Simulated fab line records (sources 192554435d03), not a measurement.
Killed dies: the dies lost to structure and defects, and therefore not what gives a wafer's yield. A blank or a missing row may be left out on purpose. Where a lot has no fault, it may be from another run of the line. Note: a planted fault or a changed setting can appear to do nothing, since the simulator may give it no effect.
The tool behind it: which one? -- flow n5_finfet -- 72 wafers from 24 lots sampled at 6 of the route's 1938 steps

## WHAT THE GAUGES READ, wafer by wafer
N5_BEOL_M0_CUTY_CD_MEAS_57: the cd target is 200 nm. Usual: cd_nm 200.3 nm, standard deviation 0.99.
lot,measured,on,cd_nm (nm),flag
L076,day 6 11:21,cd_sem-02,199.1 200.5 198.4,
L075,day 6 14:41,cd_sem-03,200.1 199.8 199.9,
L077,day 6 18:33,cd_sem-03,201.3 201.9 200.7,
L078,day 7 00:22,cd_sem-02,200.6 199.9 200.8,
L074,day 7 01:16,cd_sem-03,200.0 199.7 199.6,
L079,day 7 01:46,cd_sem-01,200.6 197.9 200.7,
L080,day 7 05:33,cd_sem-01,200.5 200.4 199.9,
L081,day 7 10:27,cd_sem-02,199.5 199.1 199.4,
L082,day 7 19:43,cd_sem-03,199.5 200.6 199.2,
L083,day 8 00:49,cd_sem-03,199.5 199.0 198.5,
L084,day 8 10:23,cd_sem-01,200.5 200.7 201.0,
L085,day 8 11:26,cd_sem-02,203.0 201.2 201.6,
L086,day 9 01:10,cd_sem-01,198.9 199.1 200.8,
L087,day 9 07:01,cd_sem-02,201.0 199.4 199.7,
L088,day 9 10:35,cd_sem-01,201.1 198.5 200.4,
L090,day 9 16:59,cd_sem-03,201.1 200.8 199.3,
L089,day 9 18:25,cd_sem-02,200.5 200.8 201.2,
L091,day 10 03:25,cd_sem-03,201.1 201.5 201.4,
L092,day 10 06:27,cd_sem-02,201.3 200.8 201.3,
L093,day 10 09:55,cd_sem-01,201.1 201.2 200.1,
L094,day 10 23:44,cd_sem-03,201.6 202.4 202.2,
L095,day 11 03:50,cd_sem-02,200.9 200.7 199.9,
L096,day 11 10:45,cd_sem-03,200.6 200.6 199.8,
L097,day 11 19:38,cd_sem-01,199.9 199.3 199.3,

N5_BEOL_M0_OCD_MEAS_108. Usual: trench_depth_nm 32.7 nm, standard deviation 0.85.
lot,measured,on,trench_depth_nm (nm),flag
L076,day 6 12:49,ocd-01,31.7 32.6 32.9,
L075,day 6 18:14,ocd-02,33.2 33.1 33.3,
L077,day 6 20:17,ocd-01,32.2 31.9 31.9,
L078,day 7 04:15,ocd-02,32.3 32.7 32.0,
L074,day 7 04:28,ocd-02,35.1 32.3 34.8,
L079,day 7 04:25,ocd-02,31.8 31.6 32.3,
L080,day 7 06:24,ocd-01,31.6 31.5 32.0,
L081,day 7 13:53,ocd-02,33.0 34.7 34.6,
L082,day 7 23:18,ocd-01,32.5 33.0 32.5,
L083,day 8 04:55,ocd-01,32.9 32.4 31.9,
L084,day 8 13:05,ocd-02,33.5 32.7 34.5,
L085,day 8 13:11,ocd-01,32.0 32.7 32.9,
L086,day 9 04:29,ocd-01,32.1 33.4 31.9,
L087,day 9 10:56,ocd-01,32.6 30.9 31.4,
L088,day 9 11:45,ocd-01,32.7 32.1 32.2,
L090,day 9 18:19,ocd-02,32.9 32.9 33.5,
L089,day 9 20:08,ocd-01,33.0 32.9 32.7,
L091,day 10 07:10,ocd-01,33.1 32.6 32.5,
L092,day 10 07:31,ocd-01,32.5 33.2 32.6,
L093,day 10 15:30,ocd-02,32.2 33.2 32.4,
L094,day 11 01:15,ocd-01,32.0 33.5 33.4,
L095,day 11 06:49,ocd-01,31.8 32.8 31.9,
L096,day 11 17:52,ocd-02,34.1 32.3 32.4,
L097,day 11 20:38,ocd-02,32.5 33.5 32.9,

N5_BEOL_M1_CD_MEAS_11: the cd target is 17.05 nm. Usual: cd_nm 17.07 nm, standard deviation 0.22.
lot,measured,on,cd_nm (nm),flag
L076,day 6 18:49,cd_sem-03,17.11 16.96 16.80,
L075,day 6 23:33,cd_sem-02,17.15 16.95 17.01,
L077,day 7 03:50,cd_sem-03,17.21 17.16 16.75,
L078,day 7 08:42,cd_sem-02,17.28 17.05 16.93,
L074,day 7 09:07,cd_sem-01,17.26 17.29 17.39,
L079,day 7 08:52,cd_sem-03,17.62 17.35 17.11,
L080,day 7 14:13,cd_sem-01,17.20 17.18 16.97,
L081,day 7 20:11,cd_sem-01,17.20 17.01 16.71,
L082,day 8 03:19,cd_sem-01,16.93 16.80 17.13,
L083,day 8 08:44,cd_sem-03,17.04 17.22 16.88,
L084,day 8 16:41,cd_sem-01,17.12 16.87 17.22,
L085,day 8 18:11,cd_sem-01,17.08 17.12 16.97,
L086,day 9 10:02,cd_sem-01,17.00 16.98 16.76,
L087,day 9 15:41,cd_sem-03,17.12 17.01 17.13,
L088,day 9 18:44,cd_sem-03,17.29 17.13 17.05,
L090,day 10 00:14,cd_sem-02,16.40 16.56 16.99,
L089,day 10 00:40,cd_sem-01,16.80 17.27 16.91,
L091,day 10 16:12,cd_sem-01,17.26 17.18 17.22,
L092,day 10 16:10,cd_sem-03,17.34 17.43 17.61,
L093,day 11 02:02,cd_sem-03,16.72 16.62 16.91,
L094,day 11 05:54,cd_sem-01,17.08 17.10 16.99,
L095,day 11 15:11,cd_sem-02,17.34 17.65 17.04,
L096,day 11 22:02,cd_sem-01,17.20 17.06 17.27,
L097,day 12 00:47,cd_sem-01,16.88 17.11 16.81,

## EACH LOT AND THE TOOL THAT RAN IT (in order: tool; ch and the chambers of the sampled wafers; start)
lot,N5_BEOL_M0_DEGAS_112,N5_BEOL_M0_SURFACE_TREAT_137,N5_BEOL_M1_PECVD_72
L076,"pvd_sputter-03, day 6 13:07","pvd_sputter-03, day 6 13:30","pecvd-01 ch 1, day 6 15:26"
L075,"pvd_sputter-02, day 6 19:01","pvd_sputter-02, day 6 19:23","pecvd-04 ch 0,1,2, day 6 22:35"
L077,"pvd_sputter-03, day 6 20:35","pvd_sputter-01, day 6 20:55","pecvd-02 ch 1,2, day 6 23:38"
L078,"pvd_sputter-02, day 7 04:52","pvd_sputter-01, day 7 05:16","pecvd-04 ch 0,1,2, day 7 07:26"
L074,"pvd_sputter-03, day 7 05:07","pvd_sputter-01, day 7 05:28","pecvd-02 ch 0,1,2, day 7 07:49"
L079,"pvd_sputter-02, day 7 04:57","pvd_sputter-01, day 7 05:18","pecvd-01 ch 0,1, day 7 07:34"
L080,"pvd_sputter-01, day 7 08:05","pvd_sputter-01, day 7 08:29","pecvd-02 ch 0,1, day 7 10:23"
L081,"pvd_sputter-03, day 7 14:46","pvd_sputter-02, day 7 15:26","pecvd-02 ch 0,1, day 7 18:22"
L082,"pvd_sputter-02, day 7 23:55","pvd_sputter-01, day 8 00:18","pecvd-02 ch 0,1,2, day 8 02:10"
L083,"pvd_sputter-01, day 8 05:13","pvd_sputter-03, day 8 05:34","pecvd-01 ch 1,2, day 8 07:52"
L084,"pvd_sputter-02, day 8 13:45","pvd_sputter-01, day 8 14:06","pecvd-04 ch 0,1, day 8 16:02"
L085,"pvd_sputter-01, day 8 13:53","pvd_sputter-01, day 8 14:14","pecvd-01 ch 1,2, day 8 16:34"
L086,"pvd_sputter-03, day 9 05:23","pvd_sputter-02, day 9 06:01","pecvd-02 ch 0,1,2, day 9 08:25"
L087,"pvd_sputter-02, day 9 11:38","pvd_sputter-02, day 9 12:01","pecvd-02 ch 0,2, day 9 14:26"
L088,"pvd_sputter-01, day 9 12:15","pvd_sputter-02, day 9 12:39","pecvd-02 ch 0,1, day 9 16:00"
L090,"pvd_sputter-02, day 9 19:28","pvd_sputter-01, day 9 20:02","pecvd-04 ch 1,2, day 9 23:19"
L089,"pvd_sputter-02, day 9 20:37","pvd_sputter-01, day 9 20:58","pecvd-01 ch 1,2, day 9 23:31"
L091,"pvd_sputter-03, day 10 07:54","pvd_sputter-02, day 10 08:20","pecvd-02 ch 0,1,2, day 10 11:55"
L092,"pvd_sputter-02, day 10 08:13","pvd_sputter-02, day 10 09:01","pecvd-02 ch 0,1,2, day 10 11:47"
L093,"pvd_sputter-02, day 10 16:00","pvd_sputter-02, day 10 16:43","pecvd-01 ch 1,2, day 10 20:05"
L094,"pvd_sputter-03, day 11 01:45","pvd_sputter-02, day 11 02:17","pecvd-04 ch 0,1,2, day 11 05:15"
L095,"pvd_sputter-02, day 11 11:28","pvd_sputter-03, day 11 11:50","pecvd-04 ch 0,2, day 11 13:48"
L096,"pvd_sputter-03, day 11 18:19","pvd_sputter-02, day 11 18:41","pecvd-01 ch 1,2, day 11 21:04"
L097,"pvd_sputter-03, day 11 21:29","pvd_sputter-01, day 11 22:05","pecvd-02 ch 1,2, day 11 23:52"
- N5_BEOL_M0_DEGAS_112: time 60 s.
- N5_BEOL_M0_SURFACE_TREAT_137
- N5_BEOL_M1_PECVD_72: deposits SiO2 from TEOS/O2, target thk 16 nm, time 18 s.

## WHAT THE TOOLS THEMSELVES READ (means of the sampled wafers that have a number; where no wafer has one, the mark that the record gives instead)
N5_BEOL_M0_DEGAS_112. Usual: heater_power_w 318 W, standard deviation 32.
lot,tool,heater_power_w (W),flag
L076,pvd_sputter-03,313,
L075,pvd_sputter-02,336,
L077,pvd_sputter-03,315,
L078,pvd_sputter-02,323,
L074,pvd_sputter-03,300,
L079,pvd_sputter-02,345,
L080,pvd_sputter-01,327,
L081,pvd_sputter-03,323,
L082,pvd_sputter-02,317,
L083,pvd_sputter-01,318,
L084,pvd_sputter-02,321,
L085,pvd_sputter-01,321,
L086,pvd_sputter-03,297,
L087,pvd_sputter-02,294,
L088,pvd_sputter-01,324,
L090,pvd_sputter-02,340,
L089,pvd_sputter-02,319,
L091,pvd_sputter-03,298,
L092,pvd_sputter-02,372,
L093,pvd_sputter-02,347,
L094,pvd_sputter-03,294,
L095,pvd_sputter-02,345,
L096,pvd_sputter-03,297,
L097,pvd_sputter-03,299,

N5_BEOL_M1_PECVD_72. Usual: heater_power_outer_w 406 W, standard deviation 67; heater_power_w 709 W, standard deviation 93; showerhead_plenum_p_Torr 8.79 Torr, standard deviation 0.054; throttle_valve_pct 22.5 %, standard deviation 1.3.
lot,tool,heater_power_outer_w (W),heater_power_w (W),showerhead_plenum_p_Torr (Torr),throttle_valve_pct (%),flag
L076,pecvd-01,457,766,8.72,23.1,
L075,pecvd-04,418,692,8.84,23.9,
L077,pecvd-02,354,687,8.78,22.1,
L078,pecvd-04,441,729,8.81,23.5,
L074,pecvd-02,403,717,8.79,21.7,
L079,pecvd-01,439,763,8.76,23.1,
L080,pecvd-02,413,757,8.80,22.2,
L081,pecvd-02,442,763,8.78,21.9,
L082,pecvd-02,361,652,8.80,21.8,
L083,pecvd-01,463,797,8.73,22.7,
L084,pecvd-04,393,660,8.87,24.9,
L085,pecvd-01,387,694,8.74,22.4,
L086,pecvd-02,389,707,8.81,21.8,
L087,pecvd-02,344,627,8.79,21.2,
L088,pecvd-02,473,802,8.78,21.9,
L090,pecvd-04,469,783,8.83,23.8,
L089,pecvd-01,353,648,8.73,22.4,
L091,pecvd-02,393,700,8.78,21.8,
L092,pecvd-02,367,661,8.80,21.8,
L093,pecvd-01,412,718,8.73,22.5,
L094,pecvd-04,418,695,8.82,23.8,
L095,pecvd-04,417,712,8.77,22.7,
L096,pecvd-01,472,803,8.73,22.8,
L097,pecvd-02,331,637,8.79,21.6,

## THE ANSWER, worked out from the rows above alone
Rule: lot off if the mean of its wafers having a number is beyond 3 standard deviations from the usual mean. Also off: a lot with no number at a reading for which 4 or more lots have one. The other lots that the step has rows for count as sound. Order of review: gauges by route order, followed by the tools' own readings, for which a lot's mean as printed above is used. At the first step where some lot is off, the reading lying furthest off is the one used; lots without a number count as furthest.
No lot is off at any reading shown: from this, nothing can be told.

## WHAT WAS PUT IN BY THE SIMULATOR
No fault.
